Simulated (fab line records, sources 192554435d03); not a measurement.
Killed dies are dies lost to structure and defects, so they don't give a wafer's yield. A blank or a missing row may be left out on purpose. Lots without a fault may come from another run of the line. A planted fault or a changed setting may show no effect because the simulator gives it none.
fab line records | flow n5_finfet
record lots=7 wafers=21
route steps=1938 shown BEOL_M10@1501 BEOL_M12@1602 BEOL_M14@1722
start_h: hours from the record's first day to the start of the lot's first wafer shown | wait_h: hours since the lot's step before | " the same as in the row above | L1.1+2: a row that stands for several wafers | - no value, or no start given | * or withheld: withheld | < > ~ a bound
route shown NAME@n: a module of which the file shows steps, and the number in the route of the first | usual: mean/standard deviation of fault-free wafers | same: alike in all rows | chamber/n: place in a boat | sites: the reading at each site | _std_site: their standard deviation | _edge_site: outer sites' mean less inner sites' | radius_mm: how far each site lies from the wafer's centre | mask NAME#n: copy n | behind: the tool/chamber that last shaped the wafer | hold: why the lot was held/for how many hours/how that ended | device: the transistor (n, p or np) that didn't switch | end of line: the same wafers' tests at the end of the route | a step without rows: its recipe alone | killed: dies lost to structure and defects at the first sort, not the wafer's yield | map: a wafer's dies, x killed, . not, _ none there
set.NAME: the setting as run; set.NAME@STEP: as run at that earlier step | model.NAME: the simulator's own value behind a step, which no gauge read
lots whose settings were changed on purpose; a table a step, a row a wafer
## steps
# step N5_BEOL_M10_DEVELOP_27
# recipe develop_time_s=30 developer=TMAH resist=CAR-ArF rinse_liquid=diw dry=air_spin dev_temp_c=23
# columns lot.wafer tool chamber start_h wait_h set.develop_time_s
L076.1+2+5 litho_track-04 0 - - 30
L078.1 litho_track-03 0 - - 30
L078.3+6 " 0 " " 26.65
L081.1+4+5 litho_track-04 0 - - 30
L086.1+3+6 litho_track-04 0 - - 30
L093.1 litho_track-03 0 - - 25.16
L093.5+6 " 0 " " 30
L094.1+6 litho_track-05 0 - - 23.84
L094.2 " 0 " " 30
L095.2+3+4 litho_track-05 0 - - 30
# step N5_BEOL_M10_DESCUM_33
# recipe chemistry=O2 time_s=7.9 source_power_w=50 bias_power_w=20 pressure_mtorr=20 rf_frequency_hz=2.712e+07 temp_c=40 resist=CAR-ArF o2_flow_sccm=225
# step N5_BEOL_M10_ETCH_65
# recipe chemistry=CF4 target=SiARC target_depth_a=390 mask_material=CAR-ArF time_s=65 ion_energy_ev=80 pressure_mtorr=40 source_w=545 bias_w=36 Ar_flow_sccm=100 cf4_flow_sccm=100 ends=cleared
# columns lot.wafer tool chamber start_h wait_h set.spin_rpm@BEOL_M10_COAT_64 model.etch.depth_nm model.CAR-ArF_of_BEOL_M10_COAT_22.thk_nm
L076.1 rie_diel-03 2 228.23 0.0 1422 30.81 55.2
L076.2 " 3 " " 1500 29.92 55.8
L076.5 " 2 " " 1422 30.78 55
L078.1 rie_diel-03 1 236.83 0.0 1500 29.96 55.8
L078.3 " 0 " " 1638 28.73 56.8
L078.6 " 0 " " 1638 28.76 56.6
L081.1 rie_diel-03 3 251.38 0.0 1500 29.94 55.4
L081.4 " 2 " " 1500 30.04 55.8
L081.5 " 3 " " 1500 29.95 55.6
L086.1 rie_diel-03 3 286.61 0.0 1500 29.92 55.6
L086.3 " 0 " " 1500 29.95 56
L086.6 " 0 " " 1500 29.88 55.8
L093.1 rie_diel-04 0 333.57 0.0 1500 30.12 55.6
L093.5 " 3 " " 1500 30.13 55.4
L093.6 " 0 " " 1500 30.02 55.4
L094.1 rie_diel-03 0 335.52 0.0 1500 30.06 55.8
L094.2 " 3 " " 1500 30.03 55.2
L094.6 " 1 " " 1420 30.96 54.6
L095.2 rie_diel-03 1 340.67 0.0 1500 30.02 55.6
L095.3 " 3 " " 1350 31.61 54.2
L095.4 " 0 " " 1350 31.57 54
# step N5_BEOL_M12_ILD_DEP_00
# recipe material=SiOC target_thk_a=6589.2 temp_c=350 precursor=DEMS/O2 pressure_torr=5 rf_w=500 time_s=130.7
# columns lot.wafer tool chamber start_h wait_h set.time_s model.SiOC_of_BEOL_M12_ILD_DEP_00.thk_nm
L076.1 pecvd-04 0 238.82 0.0 130.7 660.2
L076.2 " 1 " " 130.7 671.2
L076.5 " 0 " " 130.7 670.2
L078.1 pecvd-01 2 247.34 0.0 130.7 654
L078.3 " 0 " " 145 719.6
L078.6 " 0 " " 130.7 661
L081.1 pecvd-04 0 262.42 0.0 130.7 657.6
L081.4 " 0 " " 130.7 668
L081.5 " 2 " " 130.7 667.2
L086.1 pecvd-02 0 300.25 0.0 116.5 577.4
L086.3 " 2 " " 130.7 646.8
L086.6 " 0 " " 116.5 572
L093.1 pecvd-01 1 347.14 0.0 147.9 743.2
L093.5 " 2 " " 130.7 675.6
L093.6 " 0 " " 147.9 754.4
L094.1 pecvd-01 2 348.59 0.0 130.7 657.2
L094.2 " 1 " " 130.7 665
L094.6 " 1 " " 138.5 715.6
L095.2 pecvd-02 0 356.33 0.0 130.7 642.2
L095.3 " 2 " " 130.7 658.8
L095.4 " 0 " " 130.7 657.4
# step N5_BEOL_M12_THK_MEAS_01
# recipe reads=SiOC_of_BEOL_M12_ILD_DEP_00
# usual M12_ILD_THK=660/10
# columns lot.wafer tool chamber start_h wait_h set.time_s@BEOL_M12_ILD_DEP_00 M12_ILD_THK[nm]
L076.1 film_metro-02 - 238.95 0.1 130.7 660
L076.2 " - " " 130.7 671
L076.5 " - " " 130.7 671
L078.1 film_metro-01 - 247.47 0.1 130.7 654
L078.3 " - " " 145 720
L078.6 " - " " 130.7 661
L081.1 film_metro-02 - 262.56 0.1 130.7 658
L081.4 " - " " 130.7 668
L081.5 " - " " 130.7 667
L086.1 film_metro-01 - 300.38 0.1 116.5 577
L086.3 " - " " 130.7 647
L086.6 " - " " 116.5 572
L093.1 film_metro-01 - 347.27 0.1 147.9 743
L093.5 " - " " 130.7 676
L093.6 " - " " 147.9 754
L094.1 film_metro-01 - 348.72 0.1 130.7 658
L094.2 " - " " 130.7 665
L094.6 " - " " 138.5 716
L095.2 film_metro-01 - 356.51 0.1 130.7 642
L095.3 " - " " 130.7 659
L095.4 " - " " 130.7 658
# step N5_BEOL_M12_COAT_58
# recipe resist=BARC temp_c=205 time_s=60 spin_rpm=1500 resist_thk_nm=89
# step N5_BEOL_M12_COAT_04
# recipe spin_rpm=1625 resist_thk_nm=400
# step N5_BEOL_M12_DESCUM_15
# recipe chemistry=O2 time_s=7.9 source_power_w=50 bias_power_w=20 pressure_mtorr=20 rf_frequency_hz=2.712e+07 temp_c=40 o2_flow_sccm=225
# step N5_BEOL_M12_ETCH_59
# recipe chemistry=N2/H2 target=BARC target_depth_a=890 overetch_a=267 time_s=67.9 ion_energy_ev=200 pressure_mtorr=30 source_w=840 bias_w=150 n2_flow_sccm=200 h2_flow_sccm=200
# step N5_BEOL_M12_VIA_ETCH_16
# recipe chemistry=C4F8/O2/Ar target=SiOC pressure_mtorr=30 source_w=3000 bias_w=700 Ar_flow_sccm=400 C4F8_flow_sccm=15 O2_flow_sccm=8 he_inner_torr=15 he_outer_torr=30 target_depth_a=7248 time_s=withheld ion_energy_ev=250 ends=cleared
# columns lot.wafer tool chamber start_h wait_h set.time_s@BEOL_M12_ILD_DEP_00 model.etch.depth_nm model.coat_of_BEOL_M12_COAT_04.thk_nm
L076.1 rie_diel-05 0 239.65 0.0 * 660.1 124.4
L076.2 " 2 " " * 671.2 120.8
L076.5 " 2 " " * 670.2 121.8
L078.1 rie_diel-04 1 248.09 0.0 * 654 128
L078.3 " 2 " " * 719.7 105.2
L078.6 " 0 " " * 661.1 116.4
L081.1 rie_diel-04 3 263.16 0.0 * 657.5 120.8
L081.4 " 1 " " * 668.1 127.2
L081.5 " 3 " " * 667.1 117.4
L086.1 rie_diel-03 2 300.99 0.0 * 577.4 146.8
L086.3 " 1 " " * 646.8 125.6
L086.6 " 2 " " * 571.9 147.2
L093.1 rie_diel-04 3 347.88 0.0 * 743.1 94
L093.5 " 3 " " * 675.6 114.6
L093.6 " 2 " " * 754.5 92.2
L094.1 rie_diel-04 2 349.37 0.0 * 657.3 124.2
L094.2 " 0 " " * 665.1 118.8
L094.6 " 2 " " * 715.5 105.6
L095.2 rie_diel-05 1 357.11 0.0 * 642.2 128.8
L095.3 " 2 " " * 658.8 123.6
L095.4 " 0 " " * 657.4 124.8
# step N5_BEOL_M12_STRIP_63
# recipe chemistry=N2/H2 power_w=1000 temp_c=250 h2_frac=0.65 overash_fraction=0.3 pressure_mtorr=1000 n2_flow_sccm=1750 h2_flow_sccm=3250
# usual strip_time_to_endpoint_s=42.2/1
# columns lot.wafer tool chamber start_h wait_h set.time_s@BEOL_M12_ILD_DEP_00 strip_time_to_endpoint_s
L076.1 plasma_asher-01 0 239.85 - 130.7 42.9
L076.2 " 1 " " 130.7 41.9
L076.5 " 0 " " 130.7 42.2
L078.1 plasma_asher-01 0 248.29 - 130.7 43.8
L078.3 " 0 " " 145 37.7
L078.6 " 0 " " 130.7 40.7
L081.1 plasma_asher-02 0 263.36 - 130.7 41.9
L081.4 " 1 " " 130.7 43.6
L081.5 " 1 " " 130.7 41.0
L086.1 plasma_asher-02 1 301.19 - 116.5 48.8
L086.3 " 0 " " 130.7 43.2
L086.6 " 1 " " 116.5 48.9
L093.1 plasma_asher-01 1 348.08 - 147.9 34.5
L093.5 " 1 " " 130.7 40.2
L093.6 " 0 " " 147.9 34.0
L094.1 plasma_asher-01 0 349.57 - 130.7 42.8
L094.2 " 1 " " 130.7 41.3
L094.6 " 1 " " 138.5 37.8
L095.2 plasma_asher-01 0 357.31 - 130.7 44.1
L095.3 " 1 " " 130.7 42.7
L095.4 " 0 " " 130.7 43.0
# step N5_BEOL_M12_STRIP_64
# recipe chemistry=N2/H2 power_w=1000 temp_c=250 h2_frac=0.65 overash_fraction=0.3 pressure_mtorr=withheld n2_flow_sccm=1750 h2_flow_sccm=3250
# step N5_BEOL_M12_STRIP_71
# recipe chemistry=post_etch_residue_remover time_s=60 temp_c=25 remover_ph=withheld remover_water_wt_pct=withheld remover_fluoride_wt_pct=withheld
# step N5_BEOL_M12_STRIP_37
# recipe chemistry=N2/H2 power_w=1000 temp_c=250 h2_frac=0.65 overash_fraction=0.3 pressure_mtorr=withheld n2_flow_sccm=1750 h2_flow_sccm=3250
# step N5_BEOL_M12_ETCH_38
# recipe chemistry=CF4/N2 target=SiCN target_depth_a=687 taper_deg=2 time_s=73.4 ion_energy_ev=150 mask_material=SiO2 pressure_mtorr=40 source_w=430 bias_w=70 Ar_flow_sccm=100 cf4_flow_sccm=60 n2_flow_sccm=60
# columns lot.wafer tool chamber start_h wait_h set.time_s@BEOL_M12_ILD_DEP_00 model.SiOC_of_BEOL_M12_ILD_DEP_00.thk_nm
L076.1 rie_diel-03 2 241.47 - 130.7 608.8
L076.2 " 1 " " 130.7 621
L076.5 " 3 " " 130.7 619.8
L078.1 rie_diel-04 2 252.73 - 130.7 607.6
L078.3 " 3 " " 145 667
L078.6 " 1 " " 130.7 615
L081.1 rie_diel-03 2 269.93 - 130.7 606.2
L081.4 " 1 " " 130.7 618
L081.5 " 3 " " 130.7 617.4
L086.1 rie_diel-03 2 303.78 - 116.5 526.4
L086.3 " 0 " " 130.7 594
L086.6 " 2 " " 116.5 520.2
L093.1 rie_diel-03 1 349.78 - 147.9 693.2
L093.5 " 3 " " 130.7 623.4
L093.6 " 2 " " 147.9 704
L094.1 rie_diel-05 3 350.97 - 130.7 607.4
L094.2 " 2 " " 130.7 616
L094.6 " 3 " " 138.5 665.4
L095.2 rie_diel-03 0 360.49 - 130.7 590
L095.3 " 1 " " 130.7 609
L095.4 " 3 " " 130.7 605.4
# step N5_BEOL_M14_EXPOSE_07
# recipe mask_id=V13 na=0.8 source_shape=annular sigma_inner=0.5 sigma_outer=0.8 polarization=unpolarized attpsm_phase_deg=180 dose_mj=57
# columns lot.wafer tool chamber start_h wait_h mask set.dose_mj
L076.1 krf_scanner-02 0 250.14 - V13#0 58.52
L076.2+5 " 0 " " V13#0 57
L078.1+3+6 krf_scanner-02 0 263.91 - V13#0 57
L081.1+4+5 krf_scanner-02 0 279.08 - V13#0 57
L086.1+3 krf_scanner-02 0 316.10 - V13#0 57
L086.6 " 0 " " V13#0 59.14
L093.1+5 krf_scanner-02 0 357.05 - V13#0 54.91
L093.6 " 0 " " V13#0 57
L094.1+6 krf_scanner-01 0 357.33 - V13#0 57
L094.2 " 0 " " V13#0 54.7
L095.2 krf_scanner-02 0 369.16 - V13#0 57
L095.3+4 " 0 " " V13#0 53.26
# step N5_BEOL_M14_PEB_08
# recipe peb_temp_c=130 peb_time_s=90
# step N5_BEOL_M14_DEVELOP_09
# recipe develop_time_s=45 rinse_liquid=diw dry=air_spin dev_temp_c=21
# step N5_BEOL_M14_HARDBAKE_14
# recipe temp_c=130 time_s=120
# step N5_BEOL_M14_CD_MEAS_10
# recipe target_cd_nm=250 landing_energy_ev=500 detector=se_inlens polarity=opening
# usual cd_nm=250.3/2
# columns lot.wafer tool chamber start_h wait_h set.dose_mj@BEOL_M14_EXPOSE_07 cd_nm
L076.1 cd_sem-03 0 250.32 - 58.52 253.4
L076.2 " 0 " " 57 248.8
L076.5 " 0 " " 57 250.1
L078.1 cd_sem-03 0 264.08 - 57 251.7
L078.3 " 0 " " 57 248.8
L078.6 " 0 " " 57 250.2
L081.1 cd_sem-03 0 279.25 - 57 253.3
L081.4 " 0 " " 57 249.1
L081.5 " 0 " " 57 246.8
L086.1 cd_sem-03 0 316.28 - 57 252.8
L086.3 " 0 " " 57 252.0
L086.6 " 0 " " 59.14 257.9
L093.1 cd_sem-01 0 357.23 - 54.91 240.8
L093.5 " 0 " " 54.91 246.1
L093.6 " 0 " " 57 248.9
L094.1 cd_sem-03 0 357.51 - 57 249.9
L094.2 " 0 " " 54.7 243.8
L094.6 " 0 " " 57 250.3
L095.2 cd_sem-03 0 369.33 - 57 251.6
L095.3 " 0 " " 53.26 240.1
L095.4 " 0 " " 53.26 240.6
# step N5_BEOL_M14_DESCUM_15
# recipe chemistry=O2 time_s=7.9 source_power_w=50 bias_power_w=20 pressure_mtorr=20 rf_frequency_hz=2.712e+07 temp_c=40 o2_flow_sccm=225
# columns lot.wafer tool chamber start_h wait_h set.time_s
L076.1+2+5 rie_diel-04 0,1,0 250.41 0.0 7.9
L078.1+3+6 rie_diel-03 0,2,3 264.17 0.0 7.9
L081.1+4+5 rie_diel-03 0,1,0 279.34 0.0 7.9
L086.1+3+6 rie_diel-03 0,1,0 316.37 0.0 7.9
L093.1 rie_diel-04 1 357.35 0.1 7.9
L093.5+6 " 3,2 " " 9.377
L094.1+2+6 rie_diel-05 2,3,2 357.82 0.3 7.9
L095.2+3 rie_diel-04 3,1 369.42 0.0 7.9
L095.4 " 2 " " 7.061
# step N5_BEOL_M14_ETCH_59
# recipe chemistry=N2/H2 target=BARC target_depth_a=890 overetch_a=267 time_s=67.9 ion_energy_ev=200 pressure_mtorr=30 source_w=840 bias_w=150 n2_flow_sccm=200 h2_flow_sccm=200
# step N5_BEOL_M14_VIA_ETCH_16
# recipe chemistry=C4F8/O2/Ar target=SiO2 he_inner_torr=15 he_outer_torr=30 target_depth_a=12313 time_s=withheld ion_energy_ev=800 pressure_mtorr=20 source_w=1905 bias_w=2040 Ar_flow_sccm=400 C4F8_flow_sccm=16 O2_flow_sccm=12 ends=cleared
# step N5_BEOL_M14_STRIP_71
# recipe chemistry=post_etch_residue_remover time_s=60 temp_c=25 remover_ph=withheld remover_water_wt_pct=withheld remover_fluoride_wt_pct=withheld
# step N5_BEOL_M14_SRD_72
# recipe time_s=30 temp_c=23 rinse_liquid=diw dry=n2_spin spin_rpm=1500 dry_time_s=30
# step N5_BEOL_M14_CD_MEAS_17
# recipe target_cd_nm=250 polarity=opening
# usual cd_nm=250.9/2.4
# columns lot.wafer tool chamber start_h wait_h set.dose_mj@BEOL_M14_EXPOSE_07 cd_nm
L076.1 cd_sem-03 - 250.84 0.0 58.52 254.5
L076.2 " - " " 57 248.1
L076.5 " - " " 57 251.0
L078.1 cd_sem-01 - 264.64 0.0 57 250.5
L078.3 " - " " 57 249.8
L078.6 " - " " 57 251.3
L081.1 cd_sem-02 - 279.77 0.0 57 253.1
L081.4 " - " " 57 252.0
L081.5 " - " " 57 247.1
L086.1 cd_sem-02 - 316.80 0.0 57 254.9
L086.3 " - " " 57 256.1
L086.6 " - " " 59.14 260.3
L093.1 cd_sem-02 - 357.79 0.0 54.91 241.8
L093.5 " - " " 54.91 246.8
L093.6 " - " " 57 252.5
L094.1 cd_sem-01 - 358.26 0.0 57 250.4
L094.2 " - " " 54.7 244.0
L094.6 " - " " 57 250.0
L095.2 cd_sem-02 - 369.85 0.0 57 253.5
L095.3 " - " " 53.26 239.7
L095.4 " - " " 53.26 243.4
## key
split step=N5_BEOL_M10_DEVELOP_27 setting=develop_time_s stated=30 by=wafer
response none clear
split step=N5_BEOL_M12_ILD_DEP_00 setting=time_s stated=130.7 by=wafer
response step=N5_BEOL_M12_ILD_DEP_00 reading=model.SiOC_of_BEOL_M12_ILD_DEP_00.thk_nm change=+6.16 per=1% r=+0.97
response step=N5_BEOL_M12_THK_MEAS_01 reading=M12_ILD_THK change=+6.17 per=1% r=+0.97
response step=N5_BEOL_M12_VIA_ETCH_16 reading=model.etch.depth_nm change=+6.16 per=1% r=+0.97
response step=N5_BEOL_M12_VIA_ETCH_16 reading=model.coat_of_BEOL_M12_COAT_04.thk_nm change=-1.78 per=1% r=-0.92
response step=N5_BEOL_M12_STRIP_63 reading=strip_time_to_endpoint_s change=* per=1% r=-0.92
response step=N5_BEOL_M12_ETCH_38 reading=model.SiOC_of_BEOL_M12_ILD_DEP_00.thk_nm change=+6.02 per=1% r=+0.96
split step=N5_BEOL_M14_EXPOSE_07 setting=dose_mj stated=57 by=wafer
response step=N5_BEOL_M14_CD_MEAS_10 reading=cd_nm change=+1.59 per=1% r=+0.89
response step=N5_BEOL_M14_CD_MEAS_17 reading=cd_nm change=+1.75 per=1% r=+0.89
split step=N5_BEOL_M14_DESCUM_15 setting=time_s stated=7.9 by=wafer
response none clear
split outside_this_file step=N5_BEOL_M10_COAT_64 setting=spin_rpm
# split outside_this_file: this setting was split too, and the file shows its column; the key of that split is in another file
